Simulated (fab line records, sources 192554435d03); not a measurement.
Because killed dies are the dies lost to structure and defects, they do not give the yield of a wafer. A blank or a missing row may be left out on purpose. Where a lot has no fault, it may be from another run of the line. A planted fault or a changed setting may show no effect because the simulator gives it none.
Comparing a struck lot with a sound one || flow n5_finfet || 15 steps out of a route of 1938
Sound: wafers L338.1, L338.2, L338.5. Struck: wafer L339.3. (L339.2, L339.4 of the same lot were not struck and are left out.) The cause comes at the end.
Each step with rows lists, per side, the tool, then ch with its chambers, then its first start. Under that, the readings that differ: sound wafers || struck wafers || difference of the means || sigmas: that difference in standard deviations of wafers without a fault.
alike: a reading whose means differ by less than 2 such deviations, as well as words and numbers matching on both sides. not compared: withheld readings; readings where some wafer has no value; bounds like >300 that might hide an equal value; numbers whose values overlap and for which the record gives no deviation.
A row with sigmas, a row that says differs or no value, or rows on one side alone: a step with any of these is where the two part. When numbers do not overlap yet have no deviation, they are printed without sigmas and do not part them. Lack of a reading on every wafer of one side parts them only where that side has two or more wafers.

N5_BEOL_M4_DESCUM_33: chemistry O2, time 7 s.
  sound on rie_diel-02 ch 0,2, day 8 00:01; struck on rie_diel-03 ch 2, day 10 16:58
{"reading": "showerhead_plenum_p_Torr (Torr)", "sound": "2.22 2.13 2.22", "struck": 1.99, "difference": -0.20, "sigmas": -3}
  alike: drypump_motor_current_A, oes_product_au, rf_vpp_V, throttle_valve_pct
  not compared: rf_hours_counter_h
N5_BEOL_M4_ETCH_77: etches underlayer in N2/H2, target depth 6.5 nm, time 5.2 s.
  sound on rie_diel-02 ch 0,2, day 8 00:04; struck on rie_diel-03 ch 2, day 10 17:00
{"reading": "rf_vpp_V (V)", "sound": "525.9 522.0 528.1", "struck": 518.8, "difference": -6.5, "sigmas": -3}
{"reading": "showerhead_plenum_p_Torr (Torr)", "sound": "2.64 2.55 2.64", "struck": 2.40, "difference": -0.21, "sigmas": -2}
  alike: drypump_motor_current_A, etch_rf_on_time_s, oes_product_au, throttle_valve_pct
  not compared: rf_hours_counter_h
then, 3 steps without rows for these wafers: N5_BEOL_M4_ETCH_69 (etches SiARC in CF4, target depth 15.6 nm, time 26 s); N5_BEOL_M4_ALD_98 (deposits SiO2, target thk 2.5 nm, pulse time 1 s, co reactant pulse time 1 s); N5_BEOL_M4_ETCHBACK_99 (etches SiO2 in CHF3, target depth 5 nm, time 10.4 s).
N5_BEOL_M4_ETCH_70: etches SOC in N2/H2, target depth 80 nm, overetch 24 nm, time 130 s.
  sound on rie_diel-03 ch 0,1,2, day 8 13:41; struck on rie_diel-03 ch 3, day 10 18:28
{"reading": "showerhead_plenum_p_Torr (Torr)", "sound": "2.51 2.56 2.41", "struck": 2.70, "difference": "+0.21", "sigmas": "+2"}
  alike: drypump_motor_current_A, oes_product_au, rf_vpp_V, throttle_valve_pct
  not compared: rf_hours_counter_h
then, 4 steps without rows for these wafers: N5_BEOL_M4_STRIP_71 (strips in N2/H2); N5_BEOL_M4_STRIP_78 (strips in N2/H2); N5_BEOL_M4_VIA_ETCH_34 (etches the open film in C4F6/O2, target depth 69.4 nm, time 65.9 s); N5_BEOL_M4_STRIP_83 (strips in C4F6/O2).
N5_BEOL_M4_STRIP_36: strips in N2/H2.
  sound on rie_diel-03 ch 0,1,2, day 8 13:52; struck on rie_diel-03 ch 3, day 10 18:38
{"reading": "showerhead_plenum_p_Torr (Torr)", "sound": "2.50 2.56 2.41", "struck": 2.70, "difference": "+0.21", "sigmas": "+2"}
  alike: drypump_motor_current_A, oes_product_au, rf_vpp_V, throttle_valve_pct
  not compared: rf_hours_counter_h
N5_BEOL_M4_TRENCH_ETCH_37: etches SiOC in C4F6/O2, target depth 55.555 nm, time 29.2 s.
  sound on rie_diel-03 ch 0,1,2; struck on rie_diel-03 ch 3
{"reading": "rf_vpp_V (V)", "sound": "660 676 669", "struck": 706, "difference": "+38", "sigmas": "+2"}
{"reading": "showerhead_plenum_p_Torr (Torr)", "sound": "2.81 2.88 2.72", "struck": 3.03, "difference": "+0.23", "sigmas": "+3"}
  alike: drypump_motor_current_A, oes_product_au, throttle_valve_pct
  not compared: rf_hours_counter_h
N5_BEOL_M4_ETCH_41: etches SiCN in CH3F/O2, target depth 29.9 nm, time 52.5 s.
  sound on rie_diel-03 ch 0,1,2, day 8 13:56; struck on rie_diel-03 ch 3, day 10 18:42
{"reading": "showerhead_plenum_p_Torr (Torr)", "sound": "1.97 2.02 1.91", "struck": 2.13, "difference": "+0.16", "sigmas": "+3"}
{"reading": "model.etch.depth_nm (nm)", "sound": "18.34 20.22 20.53", "struck": 17.39, "difference": -2.31, "sigmas": ""}
  alike: drypump_motor_current_A, oes_product_au, rf_vpp_V, throttle_valve_pct
  not compared: rf_hours_counter_h
then, 1 step without rows for these wafers: N5_BEOL_M4_STRIP_97 (strips in N2/H2, time 10 s).
N5_BEOL_M4_RC_MEAS_101:
  sound on prober-01 ch 0, day 8 18:06; struck on prober-02 ch 0, day 10 23:16
{"reading": "ION_P (uA/um)", "sound": "458 454 439", "struck": 474, "difference": "+24", "sigmas": "+2"}
{"reading": "VT_P (mV)", "sound": "-253 -254 -254", "struck": -245, "difference": "+9", "sigmas": "+2"}
  alike: DIBL_N, DIBL_P, IOFF_N, IOFF_P, ION_N, SS_N, SS_P, VT_N

## WHERE THEY PART
Last at N5_BEOL_M4_RC_MEAS_101 as far as this record goes, first at N5_BEOL_M4_DESCUM_33.

WHY: what the simulator had put in
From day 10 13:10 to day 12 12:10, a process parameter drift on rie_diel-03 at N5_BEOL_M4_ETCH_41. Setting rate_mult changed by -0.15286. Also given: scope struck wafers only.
